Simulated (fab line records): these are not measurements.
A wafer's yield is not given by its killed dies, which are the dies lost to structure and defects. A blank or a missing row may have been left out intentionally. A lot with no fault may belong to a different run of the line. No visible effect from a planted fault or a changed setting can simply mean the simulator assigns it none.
Split-lot experiment	flow n5-finfet	39 wafers read from 7 lots, route of 1938 steps

THE SPLIT
At N5_BEOL_M8_HM_DEP_02 (deposits TiN, target thk 20 nm), the setting target-thk-a was moved away from the recipe's 200 angstrom on 12 of the 39 wafers read, by -37.6% to -19.9%. All remaining wafers had this setting at the recipe value.

FROM THE SPLIT TO THE READING: what the file shows between them, 4 steps
- N5_BEOL_M8_COAT_59: time 60 s, resist thk 100 nm
- N5_BEOL_M8_COAT_60: time 60 s, resist thk 35 nm
- N5_BEOL_M8_STRIP_68: strips in N2/H2
- N5_BEOL_M8_STRIP_67: strips in CF4

THE READING
etch.depth-nm (the simulator's own value, which no gauge read), in nm, at N5_BEOL_M8_HM_OPEN_17 (chemistry Cl2/BCl3, target TiN, target depth 20 nm, overetch 6 nm). No usual value for it is given in the file. Here, 27 wafers ran the recipe; their average is 19.98 nm with a standard deviation of 0.24 nm.

wafer	tool, chamber at the split	target-thk-a as run, angstrom	against the recipe	etch.depth-nm, nm	against lot-mates on the recipe
L083.3	pvd-sputter-02, -	200	recipe	20.21	-
L083.4	pvd-sputter-02, -	200	recipe	20.21	-
L083.5	pvd-sputter-02, -	200	recipe	20.11	-
L086.1	pvd-sputter-02, -	200	recipe	20.19	-
L086.2	pvd-sputter-02, -	200	recipe	19.84	-
L086.3	pvd-sputter-02, -	160.2	-19.9%	16.18	-3.95
L086.4	pvd-sputter-02, -	200	recipe	20.35	-
L086.5	pvd-sputter-02, -	160.2	-19.9%	16.28	-3.85
L086.6	pvd-sputter-02, -	160.2	-19.9%	16.48	-3.65
L085.1	pvd-sputter-02, -	200	recipe	19.84	-
L085.2	pvd-sputter-02, -	200	recipe	19.47	-
L085.3	pvd-sputter-02, -	200	recipe	19.67	-
L085.4	pvd-sputter-02, -	200	recipe	19.89	-
L085.5	pvd-sputter-02, -	200	recipe	19.76	-
L085.6	pvd-sputter-02, -	200	recipe	19.94	-
L089.1	pvd-sputter-02, -	200	recipe	20.06	-
L089.2	pvd-sputter-02, -	159.7	-20.2%	15.54	-4.38
L089.3	pvd-sputter-02, -	159.7	-20.2%	16.15	-3.77
L089.4	pvd-sputter-02, -	200	recipe	20.05	-
L089.5	pvd-sputter-02, -	159.7	-20.2%	16.36	-3.56
L089.6	pvd-sputter-02, -	200	recipe	19.64	-
L093.1	pvd-sputter-03, -	200	recipe	20.22	-
L093.2	pvd-sputter-03, -	137.3	-31.3%	14.15	-6.01
L093.3	pvd-sputter-03, -	200	recipe	19.99	-
L093.4	pvd-sputter-03, -	200	recipe	20.28	-
L093.5	pvd-sputter-03, -	137.3	-31.3%	13.93	-6.23
L093.6	pvd-sputter-03, -	137.3	-31.3%	13.9	-6.26
L094.1	pvd-sputter-02, -	200	recipe	19.78	-
L094.2	pvd-sputter-02, -	200	recipe	19.86	-
L094.3	pvd-sputter-02, -	200	recipe	19.99	-
L094.4	pvd-sputter-02, -	200	recipe	19.87	-
L094.5	pvd-sputter-02, -	200	recipe	19.5	-
L094.6	pvd-sputter-02, -	200	recipe	20.02	-
L095.1	pvd-sputter-01, -	200	recipe	20.17	-
L095.2	pvd-sputter-01, -	124.7	-37.6%	12.73	-7.51
L095.3	pvd-sputter-01, -	200	recipe	20.22	-
L095.4	pvd-sputter-01, -	200	recipe	20.34	-
L095.5	pvd-sputter-01, -	124.7	-37.6%	12.6	-7.64
L095.6	pvd-sputter-01, -	124.7	-37.6%	12.7	-7.54

THE FIT
A straight line over all 39 wafers: etch.depth-nm changes by +0.192 nm for each +1% of target-thk-a; r = +1.00; the points scatter about the line by 0.24 nm.
The same after taking each lot's own level away (the mean of its wafers on the recipe; 39 wafers): +0.198 nm for each +1%; r = +1.00; scatter 0.18 nm.
Per that fit: largest target-thk-a move, reading shift of 7.5 nm.
The span of the lots' own levels, 19.762 to 20.243 nm, comes to 2.0 times the standard deviation stated above.
Hence the lot-to-lot level has little effect on the slope; both slopes agree.
Check: with one of the wafers moved furthest among these (-37.6%) left out of the fit, the line predicts -7.43 nm for it against its lot-mates. Against them it came out at -7.51 nm.

THE WHOLE CHAIN: every reading that the file lists as answering this split, in the file's order
step	what it does	reading	change (the file's fit)	r (the file's)
N5_BEOL_M8_HM_DEP_02	deposits TiN, target thk 20 nm	TiN_of_BEOL_M8_HM_DEP_02.thk-nm (the simulator's own value, which no gauge read)	+0.197 nm for each +1% of the setting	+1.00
N5_BEOL_M8_HM_OPEN_17	chemistry Cl2/BCl3, target TiN, target depth 20 nm, overetch 6 nm	etch.depth-nm (the simulator's own value, which no gauge read)	+0.198 nm for each +1% of the setting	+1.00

FILE'S OWN FIT
etch.depth-nm changes by +0.198 nm for each +1% of target-thk-a, r = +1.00.
